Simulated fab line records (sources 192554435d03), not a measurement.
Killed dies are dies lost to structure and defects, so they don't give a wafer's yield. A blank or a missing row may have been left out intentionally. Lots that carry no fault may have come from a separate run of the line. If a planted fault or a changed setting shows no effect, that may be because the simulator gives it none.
Which tool is to blame? -- flow n5-finfet -- 27 wafers from 11 lots sampled at 2 of the route's 1938 steps

## WHAT THE GAUGES SHOWED, per wafer
N5_BEOL_M4_RC_MEAS_101.
lot,measured,on,DIBL_N (mV/V)
L749,day 7 20:51,prober-02,38.1 38.6 36.7
L751,day 8 13:41,prober-01,35.5 37.0
L752,day 9 05:26,prober-02,36.7 37.8 39.9
L753,day 8 23:06,prober-02,38.9 35.4 33.9
L754,day 9 20:37,prober-02,36.2 35.6
L755,day 9 23:55,prober-02,38.6 36.3
L756,day 10 01:39,prober-01,40.9 36.3
L757,day 10 00:20,prober-01,40.0 35.1
L760,day 11 05:55,prober-01,41.3 40.2 39.6
L764,day 12 13:53,prober-02,36.5 35.8

## WHAT TOOL EACH LOT RAN ON (gives the tool, then ch and the chambers of the sampled wafers, and finally the start)
lot,N5_BEOL_M0_SAQP_HM_DEP_02
L749,"pvd-sputter-02, day 5 19:19"
L751,"pvd-sputter-03, day 6 05:25"
L752,"pvd-sputter-01, day 6 16:39"
L753,"pvd-sputter-03, day 6 19:43"
L754,"pvd-sputter-01, day 7 06:31"
L755,"pvd-sputter-01, day 7 10:06"
L756,"pvd-sputter-02, day 7 14:44"
L757,"pvd-sputter-01, day 7 18:22"
L760,"pvd-sputter-01, day 8 16:14"
L764,"pvd-sputter-01, day 9 15:14"
L766,"pvd-sputter-01, day 10 04:17"
- N5_BEOL_M0_SAQP_HM_DEP_02: deposits TiN, target thk 12 nm.

## THE ANSWER, worked out from the rows above alone
Rule: usual is defined by the lots themselves. The widest of any qualifying gaps counts: lots, ordered by their means at a reading, are off when they make up no more than a third of the lots, leave a main group of 4 or more, and stand apart from it by 3 or more times the standard deviation of that group's means. A main group whose means are all the same, to the digits that the tables above print for the reading, isn't used. Also off: a lot with no number at a reading for which 4 or more lots have one. Any other lot the step has rows for is counted as sound.
None of the lots is off at any reading shown; this tells nothing.

## WHAT THE SIMULATOR HAD INSERTED
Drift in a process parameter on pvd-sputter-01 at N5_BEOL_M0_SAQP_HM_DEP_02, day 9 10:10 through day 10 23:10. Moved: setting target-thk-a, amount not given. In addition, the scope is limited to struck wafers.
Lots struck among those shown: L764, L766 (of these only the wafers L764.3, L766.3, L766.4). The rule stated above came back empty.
